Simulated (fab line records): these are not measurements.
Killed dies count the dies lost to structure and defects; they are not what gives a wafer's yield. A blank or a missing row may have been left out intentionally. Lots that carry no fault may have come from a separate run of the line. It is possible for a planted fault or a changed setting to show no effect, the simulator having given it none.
fab line records | flow n5Finfet
[record] lots = 4 | wafers = 12 | lastDay = 17
route steps=1938 shown BEOL_M3@1016 BEOL_M4@1021 PASSIVATION@1936
lots that met no fault: taken from a fault-free run of the same line
startH: start of the lot's first displayed wafer, in hours after the record's first day | waitH: hours from the lot's prior step to this one | " as in the row above | L1.1+2: several wafers, shown together as one row | - no value, or no start given | * or withheld: withheld | < > ~ a bound
route shown NAME@n: a module of which the file shows steps, and the number in the route of the first | usual: mean and standard deviation over wafers with no fault | same: alike in all rows | chamber/n: place in a boat | sites: each site's reading | _std_site: the standard deviation of these | _edge_site: inner sites' mean taken away from outer sites' mean | radiusMm: for every site, how far away it sits from the centre of the wafer | mask NAME#n: copy n | behind: the tool/chamber that last shaped the wafer | hold: cause of the lot's hold/its duration in hours/its outcome | device: the n, p or np transistor that did not switch | end of line: the route-end tests of the same wafers | a step with no rows: only its recipe | killed: dies that structure and defects cost at the first sort, which is not the same as the wafer's yield | map: a wafer's dies, marking killed ones x, the rest . and places with no die _
set.NAME: the setting as run; set.NAME@STEP: as run at that earlier step | model.NAME: the simulator's own value behind a step, which no gauge read
a table for each step, a row for each wafer; lots at some steps of the route
services: from which hour (startH, from the record's first day; less than 0 if before it) a tool's chamber was out of use, for how many hours, and why
[[steps]]
[step N5_BEOL_M3_CO_CAP_55]
[recipe] material = Co | targetThkA = 20 | tempC = 200 | precursor = CCTBA/H2 | pressureTorr = 30 | timeS = 102.1
[step N5_BEOL_M3_PRE_CLEAN_56]
[recipe] gas = NH3 | timeS = 15 | tempC = withheld | rfPowerW = 300
[step N5_BEOL_M3_DEP_57]
[recipe] material = SiCN | targetThkA = 80 | tempC = withheld | precursor = 3MS/NH3 | pressureTorr = 3 | rfW = 202 | timeS = 14
[step N5_BEOL_M4_ILD_DEP_00]
[recipe] material = SiOC | targetThkA = 790 | tempC = 350 | precursor = DEMS/O2 | pressureTorr = 5 | rfW = 500 | timeS = 15.3
[step N5_BEOL_M4_PECVD_72]
[recipe] material = SiO2 | targetThkA = 160 | tempC = 400 | precursor = TEOS/O2 | pressureTorr = 5.5 | rfW = 450 | teosFlowSccm = 53.8 | gas = O2 | flowSccm = 3000 | timeS = 18
[step N5_BEOL_M4_HM_DEP_02]
[recipe] material = TiN | targetThkA = 200 | tempC = 25 | chamberPressurePa = 0.49996
[step N5_BEOL_M4_COAT_61]
[recipe] resist = SOC | tempC = 250 | timeS = 60 | spinRpm = 1500 | resistThkNm = 60
[step N5_BEOL_M4_COAT_62]
[recipe] resist = SiARC | tempC = 220 | timeS = 60 | spinRpm = 1500 | resistThkNm = 12
[step N5_BEOL_M4_COAT_73]
[recipe] resist = underlayer | tempC = 205 | timeS = 60 | spinRpm = 1500 | resistThkNm = 5
[step N5_BEOL_M4_COAT_05]
[recipe] resist = CAR-EUV | spinRpm = 1500 | resistThkNm = 30
[usual] chillPlateTempC = 22.97/0.1 | spinSpeedRpm = 1499.8/0.97
lot.wafer | tool          | chamber | startH | waitH | chillPlateTempC | spinSpeedRpm | model.CAR-EUV_of_BEOL_M4_COAT_05.thkNm
L156.4    | lithoTrack-02 | 0       | 150.01 | -     | 23.00           | 1499.2       | 30
L156.5    | "             | 0       | "      | "     | 23.18           | 1500.6       | 30
L156.6    | "             | 0       | "      | "     | 23.12           | 1501.0       | 30
L163.1    | lithoTrack-02 | 0       | 204.63 | -     | 22.98           | 2110.4       | 25.4
L163.4    | "             | 0       | "      | "     | 23.09           | 2110.6       | 25.4
L163.6    | "             | 0       | "      | "     | 23.08           | 2110.2       | 25.4
L165.2    | lithoTrack-02 | 0       | 204.77 | -     | 22.82           | 2110.6       | 25.4
L165.5    | "             | 0       | "      | "     | 22.73           | 2110.4       | 25.4
L165.6    | "             | 0       | "      | "     | 22.95           | 2110.7       | 25.2
L177.2    | lithoTrack-05 | 0       | 291.88 | -     | 23.00           | 1499.7       | 30
L177.3    | "             | 0       | "      | "     | 22.98           | 1500.6       | 30
L177.5    | "             | 0       | "      | "     | 22.92           | 1499.5       | 30
[step N5_BEOL_M4_EBR_07]
[recipe] solvent = PGMEA | ebrWidthMm = 1.5
[step N5_BEOL_M4_SOFTBAKE_06]
[recipe] tempC = 110 | timeS = 60 | resist = CAR-EUV
[step N5_BEOL_M4_EXPOSE_08]
[recipe] maskId = M4 | na = 0.33 | sourceShape = dipole | sigmaInner = 0.369 | sigmaOuter = 0.767 | polarization = unpolarized | doseMj = 41.25
[step N5_BEOL_M4_PEB_09]
[recipe] pebTempC = 100 | pebTimeS = 60 | resist = CAR-EUV
[step N5_BEOL_M4_DEVELOP_10]
[recipe] developTimeS = 30 | developer = TMAH | resist = CAR-EUV | rinseLiquid = surfactantRinse | dry = airSpin | devTempC = 23
[step N5_BEOL_M4_DESCUM_16]
[recipe] chemistry = O2 | timeS = 7 | sourcePowerW = 50 | biasPowerW = 20 | pressureMtorr = 20 | rfFrequencyHz = 2.712e+07 | tempC = 40 | resist = CAR-EUV | o2FlowSccm = 225
[step N5_BEOL_M4_ETCH_74]
[recipe] chemistry = N2/H2 | target = underlayer | targetDepthA = 65 | maskMaterial = CAR-EUV | timeS = 5.2 | ionEnergyEv = 200 | pressureMtorr = 30 | sourceW = 840 | biasW = 150 | n2FlowSccm = 200 | h2FlowSccm = 200 | ends = cleared
[usual] drypumpMotorCurrentA = 5.5/0.43 | etchRfOnTimeS = 5.25/0.25 | oesProductAu = 0.69/0.061 | rfVppV = 525.5/2.5 | showerheadPlenumPTorr = 2.61/0.08 | throttleValvePct = 17.89/0.29
lot.wafer | tool       | chamber | startH | waitH | drypumpMotorCurrentA | etchRfOnTimeS | oesProductAu | rfHoursCounterH | rfVppV | showerheadPlenumPTorr | throttleValvePct | model.BEOL_M4.cdOffsetNm
L156.4    | rieDiel-05 | 3       | 150.56 | 0.0   | 5.1                  | 5.15          | 0.72         | 69              | 523.2  | 2.61                  | 18.19            | -0.4
L156.5    | "          | 2       | "      | "     | 5.2                  | 5.43          | 0.58         | -               | 525.7  | 2.63                  | 18.01            | 0
L156.6    | "          | 3       | "      | "     | 5.1                  | 5.15          | 0.73         | -               | 525.4  | 2.61                  | 18.20            | -0.4
L163.1    | rieDiel-01 | 3       | 205.23 | 0.0   | 5.7                  | 5.26          | 0.65         | 128             | 523.6  | 2.55                  | 18.21            | 0
L163.4    | "          | 2       | "      | "     | 5.2                  | 5.57          | 0.66         | -               | 524.3  | 2.58                  | 17.60            | 0.4
L163.6    | "          | 1       | "      | "     | 5.7                  | 5.18          | 0.75         | -               | 528.9  | 2.71                  | 18.18            | 0.2
L165.2    | rieDiel-02 | 1       | 205.25 | 0.0   | 5.0                  | 5.72          | 0.64         | 106             | 527.0  | 2.69                  | 17.89            | 0.2
L165.5    | "          | 2       | "      | "     | 6.4                  | 5.39          | 0.71         | -               | 526.3  | 2.66                  | 17.56            | -0.2
L165.6    | "          | 1       | "      | "     | 5.0                  | 5.71          | 0.66         | -               | 528.2  | 2.69                  | 17.93            | 0.2
L177.2    | rieDiel-01 | 1       | 292.42 | 0.0   | 5.7                  | 5.38          | 0.69         | 70              | 525.5  | 2.70                  | 18.22            | -0.4
L177.3    | "          | 0       | "      | "     | 6.0                  | 5.05          | 0.80         | 23              | 529.5  | 2.71                  | 17.73            | -0.4
L177.5    | "          | 1       | "      | "     | 5.7                  | 5.38          | 0.68         | -               | 526.9  | 2.70                  | 18.22            | -0.6
[step N5_BEOL_M4_ETCH_63]
[recipe] chemistry = CF4 | target = SiARC | targetDepthA = 156 | maskMaterial = CAR-EUV | timeS = 26 | ionEnergyEv = 80 | pressureMtorr = 40 | sourceW = 545 | biasW = 36 | Ar_flow_sccm = 100 | cf4FlowSccm = 100 | ends = cleared
[usual] drypumpMotorCurrentA = 5.5/0.43 | etchRfOnTimeS = 26.3/1.1 | oesProductAu = 0.69/0.06 | rfVppV = 184.6/1.1 | showerheadPlenumPTorr = 2.19/0.062 | throttleValvePct = 15.58/0.24
lot.wafer | tool       | chamber | startH | waitH | drypumpMotorCurrentA | etchRfOnTimeS | oesProductAu | rfHoursCounterH | rfVppV | showerheadPlenumPTorr | throttleValvePct | model.CAR-EUV_of_BEOL_M4_COAT_05.thkNm | model.BEOL_M4.cdOffsetNm
L156.4    | rieDiel-05 | 3       | 150.57 | 0.0   | 5.1                  | 25.8          | 0.73         | 69              | 183.8  | 2.17                  | 15.63            | 11.2                                   | -0.4
L156.5    | "          | 2       | "      | "     | 5.2                  | 27.2          | 0.59         | -               | 184.7  | 2.18                  | 15.60            | 11.2                                   | 0.2
L156.6    | "          | 3       | "      | "     | 5.1                  | 25.5          | 0.73         | -               | 184.5  | 2.17                  | 15.64            | 11.2                                   | -0.4
L163.1    | rieDiel-01 | 3       | 205.24 | 0.0   | 5.7                  | 27.2          | 0.64         | 129             | 184.9  | 2.17                  | 16.00            | 6.6                                    | 0
L163.4    | "          | 2       | "      | "     | 5.2                  | 28.2          | 0.65         | -               | 184.9  | 2.15                  | 15.26            | 6.6                                    | 0.4
L163.6    | "          | 1       | "      | "     | 5.7                  | 26.9          | 0.73         | -               | 184.5  | 2.27                  | 15.78            | 6.6                                    | 0.2
L165.2    | rieDiel-02 | 1       | 205.26 | 0.0   | 5.0                  | 27.7          | 0.66         | 106             | 186.1  | 2.25                  | 15.57            | 6.4                                    | 0.2
L165.5    | "          | 2       | "      | "     | 6.4                  | 26.3          | 0.71         | -               | 185.1  | 2.26                  | 15.53            | 6.4                                    | 0
L165.6    | "          | 1       | "      | "     | 5.0                  | 28.0          | 0.66         | -               | 186.2  | 2.25                  | 15.57            | 6.4                                    | 0.2
L177.2    | rieDiel-01 | 1       | 292.43 | 0.0   | 5.7                  | 27.5          | 0.68         | 70              | 185.0  | 2.26                  | 15.84            | 11.2                                   | -0.4
L177.3    | "          | 0       | "      | "     | 6.0                  | 25.8          | 0.78         | 23              | 184.9  | 2.24                  | 15.31            | 11.2                                   | -0.2
L177.5    | "          | 1       | "      | "     | 5.7                  | 27.0          | 0.69         | -               | 184.8  | 2.26                  | 15.84            | 11.2                                   | -0.6
[step N5_BEOL_M4_ETCH_64]
[recipe] chemistry = N2/H2 | target = SOC | targetDepthA = 750 | overetchA = 225 | maskMaterial = SiARC | tempC = 40 | timeS = 121.9 | ionEnergyEv = 200 | pressureMtorr = 30 | sourceW = 840 | biasW = 150 | n2FlowSccm = 200 | h2FlowSccm = 200
[step N5_BEOL_M4_RC_MEAS_101]
[usual] DIBL_N = 37.4/2.1 | DIBL_P = 37.8/2.5 | IOFF_N = 0.19/0.045 | IOFF_P = 0.24/0.05 | ION_N = 682/16 | ION_P = 467/11 | SS_N = 71.9/0.67 | SS_P = 73.6/0.76 | VT_N = 247/3.6 | VT_P = -248/3.6
lot.wafer | tool      | chamber | startH | waitH | DIBL_N[mV/V] | DIBL_P[mV/V] | IOFF_N[nA/um] | IOFF_P[nA/um] | ION_N[uA/um] | ION_P[uA/um] | SS_N[mV/dec] | SS_P[mV/dec] | VT_N[mV] | VT_P[mV]
L156.4    | prober-01 | 0       | 158.46 | 0.5   | 35.1         | 38.0         | 0.15          | 0.24          | 651          | 453          | 71.5         | 74.7         | 254      | -250
L156.5    | "         | 0       | "      | "     | 37.9         | 39.7         | 0.20          | 0.26          | 666          | 457          | 71.5         | 75.3         | 246      | -250
L156.6    | "         | 0       | "      | "     | 37.7         | 40.0         | 0.23          | 0.29          | 672          | 462          | 72.2         | 74.9         | 244      | -246
L163.1    | prober-02 | 0       | 215.75 | 0.0   | 37.4         | 38.3         | 0.19          | 0.21          | 698          | 467          | 71.8         | 73.7         | 245      | -254
L163.4    | "         | 0       | "      | "     | 35.1         | 34.9         | 0.13          | 0.17          | 671          | 457          | 71.0         | 73.2         | 252      | -258
L163.6    | "         | 0       | "      | "     | 34.8         | 35.4         | 0.15          | 0.18          | 701          | 475          | 71.5         | 73.5         | 248      | -255
L165.2    | prober-01 | 0       | 216.18 | 0.2   | 35.5         | 36.2         | 0.16          | 0.21          | 690          | 470          | 70.8         | 72.9         | 248      | -249
L165.5    | "         | 0       | "      | "     | 34.8         | 35.9         | 0.15          | 0.20          | 676          | 462          | 71.0         | 73.0         | 250      | -249
L165.6    | "         | 0       | "      | "     | 36.5         | 37.3         | 0.17          | 0.23          | 680          | 468          | 71.6         | 73.3         | 249      | -247
L177.2    | prober-02 | 0       | 299.78 | 0.2   | 37.0         | 39.7         | 0.20          | 0.29          | 682          | 475          | 71.6         | 73.8         | 243      | -244
L177.3    | "         | 0       | "      | "     | 34.8         | 35.6         | 0.14          | 0.20          | 678          | 472          | 71.7         | 73.1         | 252      | -251
L177.5    | "         | 0       | "      | "     | 35.6         | 37.0         | 0.16          | 0.22          | 698          | 480          | 71.1         | 73.0         | 247      | -248
[step N5_PASSIVATION_PROBE_49]
[usual] defectLimitedYield = 90.9/1.6 | killed_at_M0_to_M3 = 34/10 | killed_at_M4_up = 13/5.4 | killedAtContacts = 13/6 | killedAtFrontEnd = 42/13 | killedAtOther = 4/3.2 | killedDies = 107/18 | killedOpen = 69/14 | killedShort = 35/7.7 | sort_bin_5_function = 5.3/1 | sort_bin_6_memory = 3.3/0.75 | sortNPass = 1073/19 | sortYieldPct = 90.9/1.6
[same] grossDies = 1180 | killedAtBackSide = 0 | sort_bin_4_leakage[%] = 0 | sort_bin_8_speed[%] = 0
lot.wafer | tool      | chamber | startH | waitH | defectLimitedYield[%] | killed_at_M0_to_M3 | killed_at_M4_up | killedAtContacts | killedAtFrontEnd | killedAtOther | killedDies | killedOpen | killedShort | sort_bin_5_function[%] | sort_bin_6_memory[%] | sortNPass | sortYieldPct[%]
L156.4    | prober-02 | -       | 265.85 | 0.2   | 90.3                  | 33                 | 16              | 12               | 53               | 1             | 115        | 74         | 37          | 5.1                    | 4.2                  | 1065      | 90.3
L156.5    | prober-02 | -       | 265.90 | 0.2   | 92.5                  | 18                 | 27              | 14               | 30               | 0             | 89         | 65         | 22          | 5.0                    | 2.1                  | 1091      | 92.5
L156.6    | prober-02 | -       | 265.95 | 0.3   | 92.6                  | 26                 | 18              | 7                | 33               | 3             | 87         | 53         | 32          | 4.4                    | 2.3                  | 1093      | 92.6
L165.2    | prober-02 | -       | 312.66 | 0.1   | 93.1                  | 23                 | 16              | 0                | 40               | 2             | 81         | 45         | 32          | 4.2                    | 2.2                  | 1099      | 93.1
L165.5    | prober-02 | -       | 312.81 | 0.2   | 92.9                  | 24                 | 18              | 7                | 30               | 5             | 84         | 39         | 29          | 3.9                    | 1.9                  | 1096      | 92.9
L165.6    | prober-02 | -       | 312.86 | 0.3   | 94.0                  | 32                 | 10              | 7                | 21               | 1             | 71         | 40         | 28          | 3.3                    | 2.0                  | 1109      | 94.0
L163.1    | prober-02 | -       | 315.58 | 0.0   | 91.1                  | 36                 | 15              | 14               | 40               | 0             | 105        | 71         | 29          | 6.1                    | 2.6                  | 1075      | 91.1
L163.4    | prober-02 | -       | 315.73 | 0.2   | 89.8                  | 26                 | 15              | 4                | 74               | 1             | 120        | 66         | 36          | 5.7                    | 3.0                  | 1060      | 89.8
L163.6    | prober-02 | -       | 315.83 | 0.3   | 90.5                  | 27                 | 7               | 13               | 64               | 1             | 112        | 76         | 29          | 6.5                    | 2.6                  | 1068      | 90.5
// killed by level:class
L156.4 FIN_SAQP:geometricParticle:short=17 BEOL_M2:geometricParticle:open=10 FIN_SAQP:geometricParticle:open=9 STI_FIN_REVEAL:geometricParticle:open=9 MOL_CONTACT_COAG:geometricParticle:open=8 BEOL_M4:geometricParticle:open=7 BEOL_M0:geometricParticle:open=6 BEOL_M0_SAQP:geometricParticle:short=4
L156.5 BEOL_M4:geometricParticle:open=16 MOL_CONTACT_COAG:geometricParticle:open=14 FIN_SAQP:geometricParticle:short=6 GATE_CUT:geometricParticle:open=6 GATE_CUT:geometricParticle:short=5 BEOL_M2:geometricParticle:open=5 FIN_SAQP:geometricParticle:open=4 BEOL_M5:geometricParticle:open=4
L156.6 FIN_SAQP:geometricParticle:open=11 FIN_SAQP:geometricParticle:short=9 BEOL_M0_SAQP:geometricParticle:short=8 BEOL_M4:geometricParticle:open=7 BEOL_M0:geometricParticle:open=6 MOL_CONTACT_COAG:geometricParticle:open=5 BEOL_M2:geometricParticle:open=5 STI_FIN_REVEAL:geometricParticle:open=3
L165.2 FIN_SAQP:geometricParticle:short=14 FIN_SAQP:geometricParticle:open=13 BEOL_M4:geometricParticle:open=6 BEOL_M0_SAQP:geometricParticle:short=4 BEOL_M0_SAQP:geometricParticle:open=4 BEOL_M2:geometricParticle:open=4 STARTING-WAFER:geometricParticle:short=4 DUMMY_GATE:geometricParticle:open=3
L165.5 HKMG_FIN:areaEtch=10 BEOL_M4:geometricParticle:open=6 FIN_SAQP:geometricParticle:short=5 BEOL_M0_SAQP:geometricParticle:short=5 BEOL_M5:geometricParticle:open=5 STI_FIN_REVEAL:geometricParticle:open=4 MOL_CONTACT_COAG:geometricParticle:open=4 BEOL_M1:geometricParticle:open=4
L165.6 BEOL_M1:geometricParticle:open=9 BEOL_M0_SAQP:geometricParticle:short=8 STI_FIN_REVEAL:geometricParticle:open=6 BEOL_M0_SAQP:geometricParticle:open=5 MOL_CONTACT_COAG:geometricParticle:short=4 STARTING-WAFER:geometricParticle:short=4 FIN_SAQP:geometricParticle:short=3 FIN_SAQP:geometricParticle:open=3
L163.1 STI_FIN_REVEAL:geometricParticle:open=16 MOL_CONTACT_COAG:geometricParticle:open=12 BEOL_M0_SAQP:geometricParticle:open=12 BEOL_M1:geometricParticle:open=7 FIN_SAQP:geometricParticle:short=5 BEOL_M4:geometricParticle:open=5 BEOL_M0_SAQP:geometricParticle:short=5 DUMMY_GATE:geometricParticle:open=4
L163.4 FIN_SAQP:geometricParticle:open=18 STI_FIN_REVEAL:geometricParticle:open=18 HKMG_FIN:areaEtch=13 BEOL_M3:geometricParticle:open=9 STI_FIN_REVEAL:geometricParticle:short=7 BEOL_M0_SAQP:geometricParticle:short=5 FIN_SAQP:geometricParticle:short=4 GATE_CUT:geometricParticle:short=4
L163.6 STI_FIN_REVEAL:geometricParticle:open=16 FIN_SAQP:geometricParticle:open=14 DUMMY_GATE:geometricParticle:open=8 FIN_SAQP:geometricParticle:short=7 MOL_CONTACT_COAG:geometricParticle:open=7 BEOL_M3:geometricParticle:open=7 MOL_CONTACT_COAG:geometricParticle:short=6 BEOL_M1:geometricParticle:open=6
[[services]]
tool          | chamber | startH | hours | kind
rieDiel-02    | 2       | 136.70 | 8.8   | repair
lithoTrack-02 | -       | 145.65 | -     | consumableReplace:filter
rieDiel-02    | -       | 154.74 | 14.6  | pm
rieDiel-05    | 2       | 159.38 | 5.2   | repair
lithoTrack-05 | -       | 163.52 | -     | consumableReplace:filter
rieDiel-02    | 1       | 170.92 | 3.2   | repair
rieDiel-05    | 2       | 185.33 | -     | clean
rieDiel-05    | 2       | 185.33 | -     | consumableReplace:focusRing
rieDiel-05    | 2       | 185.33 | 22.6  | scheduledDown
rieDiel-05    | 2       | 185.33 | 22.6  | ventCycle
rieDiel-01    | 0       | 194.65 | -     | clean
rieDiel-01    | 0       | 194.65 | -     | consumableReplace:focusRing
rieDiel-01    | 0       | 194.65 | -     | consumableReplace:showerhead
rieDiel-01    | 0       | 194.65 | 18.3  | scheduledDown
rieDiel-01    | 0       | 194.65 | 18.3  | ventCycle
rieDiel-02    | -       | 201.05 | 2.8   | pm
rieDiel-05    | 3       | 264.39 | 4.8   | repair
rieDiel-05    | -       | 272.79 | 2.8   | pm
[[key]]
[firstSign] step = N5_BEOL_M4_COAT_05 | reading = spinSpeedRpm | direction = up | sigmas = 99+ | usual = * | struck = *
effect none on later readings
[modelEffect] step = N5_BEOL_M4_COAT_05 | value = CAR-EUV_of_BEOL_M4_COAT_05.thkNm | without = 30.03 | struck = 25.37
[modelEffect] step = N5_BEOL_M4_ETCH_74 | value = BEOL_M4.cdOffsetNm | without = -0.1667 | struck = 0.1333
[modelEffect] step = N5_BEOL_M4_ETCH_63 | value = CAR-EUV_of_BEOL_M4_COAT_05.thkNm | without = 11.2 | struck = 6.5
metAt N5_BEOL_M4_COAT_05
struckWafers L163.1,L163.4,L163.6,L165.2,L165.5,L165.6
[baselineLoss] step = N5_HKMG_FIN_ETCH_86 | wafers = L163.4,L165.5
onsetBetween 150.01 204.63
[fault] kind = processParameterDrift | tool = lithoTrack-02 | chamber = - | onsetH = 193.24 | steps = N5_BEOL_M4_COAT_05 | channel = spinRpm | offset = * | shape = step | endH = 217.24 | actsIn = * | stated = *
// baselineLoss: these wafers lose ten dies or more at that step, a loss of the line's own and not of a fault; the sort's usual values leave them out
